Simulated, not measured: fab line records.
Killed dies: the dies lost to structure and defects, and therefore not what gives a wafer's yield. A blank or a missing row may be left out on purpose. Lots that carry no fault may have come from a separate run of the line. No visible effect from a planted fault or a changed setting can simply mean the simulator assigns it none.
Lot-split experiment / flow n5-finfet / 21 wafers read across 7 lots, on a route 1938 steps long

ON THE SPLIT
At N5_BEOL_M11_ETCH_41 (etches SiCN in CH3F/O2, target depth 42.6 nm, time 86 s), the setting time-s was moved away from the recipe's 86 s on 3 of the 21 wafers read, by +18.5% to +20.7%. The other wafers ran this setting at the recipe's value.

The reading comes from the split's own step.

THE READING
etch.depth-nm (the simulator's own value, which no gauge read), in nm, at N5_BEOL_M11_ETCH_41 (etches SiCN in CH3F/O2, target depth 42.6 nm, time 86 s). The file does not state a usual value for it. Here, 18 wafers ran the recipe; their average is 32.58 nm with a standard deviation of 0.3 nm.

wafer=L080.1; tool, chamber at the split=rie-diel-03, 0; time-s as run, s=86; against the recipe=recipe; etch.depth-nm, nm=32.67; against lot-mates on the recipe=-
wafer=L080.2; tool, chamber at the split=rie-diel-03, 1; time-s as run, s=86; against the recipe=recipe; etch.depth-nm, nm=32.37; against lot-mates on the recipe=-
wafer=L080.3; tool, chamber at the split=rie-diel-03, 2; time-s as run, s=86; against the recipe=recipe; etch.depth-nm, nm=32.1; against lot-mates on the recipe=-
wafer=L082.2; tool, chamber at the split=rie-diel-03, 0; time-s as run, s=86; against the recipe=recipe; etch.depth-nm, nm=32.91; against lot-mates on the recipe=-
wafer=L082.3; tool, chamber at the split=rie-diel-03, 1; time-s as run, s=86; against the recipe=recipe; etch.depth-nm, nm=32.5; against lot-mates on the recipe=-
wafer=L082.6; tool, chamber at the split=rie-diel-03, 1; time-s as run, s=86; against the recipe=recipe; etch.depth-nm, nm=32.75; against lot-mates on the recipe=-
wafer=L085.4; tool, chamber at the split=rie-diel-06, 0; time-s as run, s=86; against the recipe=recipe; etch.depth-nm, nm=33.18; against lot-mates on the recipe=-
wafer=L085.5; tool, chamber at the split=rie-diel-06, 0; time-s as run, s=86; against the recipe=recipe; etch.depth-nm, nm=33.15; against lot-mates on the recipe=-
wafer=L085.6; tool, chamber at the split=rie-diel-06, 3; time-s as run, s=86; against the recipe=recipe; etch.depth-nm, nm=32.77; against lot-mates on the recipe=-
wafer=L088.1; tool, chamber at the split=rie-diel-03, 3; time-s as run, s=86; against the recipe=recipe; etch.depth-nm, nm=32.53; against lot-mates on the recipe=-
wafer=L088.5; tool, chamber at the split=rie-diel-03, 1; time-s as run, s=101.9; against the recipe=+18.5%; etch.depth-nm, nm=38.37; against lot-mates on the recipe=+5.84
wafer=L088.6; tool, chamber at the split=rie-diel-03, 2; time-s as run, s=101.9; against the recipe=+18.5%; etch.depth-nm, nm=38.46; against lot-mates on the recipe=+5.93
wafer=L094.1; tool, chamber at the split=rie-diel-02, 0; time-s as run, s=103.8; against the recipe=+20.7%; etch.depth-nm, nm=39.41; against lot-mates on the recipe=+7.10
wafer=L094.2; tool, chamber at the split=rie-diel-02, 2; time-s as run, s=86; against the recipe=recipe; etch.depth-nm, nm=32.44; against lot-mates on the recipe=-
wafer=L094.5; tool, chamber at the split=rie-diel-02, 1; time-s as run, s=86; against the recipe=recipe; etch.depth-nm, nm=32.17; against lot-mates on the recipe=-
wafer=L097.3; tool, chamber at the split=rie-diel-02, 3; time-s as run, s=86; against the recipe=recipe; etch.depth-nm, nm=32.68; against lot-mates on the recipe=-
wafer=L097.4; tool, chamber at the split=rie-diel-02, 2; time-s as run, s=86; against the recipe=recipe; etch.depth-nm, nm=32.36; against lot-mates on the recipe=-
wafer=L097.6; tool, chamber at the split=rie-diel-02, 0; time-s as run, s=86; against the recipe=recipe; etch.depth-nm, nm=32.4; against lot-mates on the recipe=-
wafer=L096.3; tool, chamber at the split=rie-diel-03, 3; time-s as run, s=86; against the recipe=recipe; etch.depth-nm, nm=32.3; against lot-mates on the recipe=-
wafer=L096.4; tool, chamber at the split=rie-diel-03, 0; time-s as run, s=86; against the recipe=recipe; etch.depth-nm, nm=32.36; against lot-mates on the recipe=-
wafer=L096.5; tool, chamber at the split=rie-diel-03, 0; time-s as run, s=86; against the recipe=recipe; etch.depth-nm, nm=32.71; against lot-mates on the recipe=-

FIT RESULTS
A straight line over all 21 wafers: etch.depth-nm changes by +0.321 nm for each +1% of time-s; r = +0.99; the points scatter about the line by 0.29 nm.
The same after taking each lot's own level away (the mean of its wafers on the recipe; 21 wafers): +0.328 nm for each +1%; r = +1.00; scatter 0.19 nm.
The reading moves by 6.8 nm for the largest change in time-s, on that fit.
Across the lots, their own levels run from 32.305 to 33.033 nm, a range of 2.5 times the standard deviation given above.
The two slopes are in agreement: the lot-to-lot level therefore moves the slope only a little.
Check: for one of the wafers moved furthest among these (+20.7%), held out of the fit, the line's prediction against its lot-mates is +6.59 nm. Against them it came out at +7.1 nm.

ADDITIONAL SPLITS CARRIED BY THESE WAFERS
Note: prior to the reading, these wafers also went through further splits. Each is held against what the fit with the lots' levels taken away leaves over:
other split on the same wafers=N5_BEOL_M10_DESCUM_16 time-s; wafers away from the commonest value=8; r with etch.depth-nm (lot level and that fit taken away)=+0.02
other split on the same wafers=N5_BEOL_M11_VIA_ETCH_34 time-s; wafers away from the commonest value=5; r with etch.depth-nm (lot level and that fit taken away)=-0.06

THE FILE'S OWN FIT
etch.depth-nm changes by +0.332 nm for each +1% of time-s, r = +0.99.
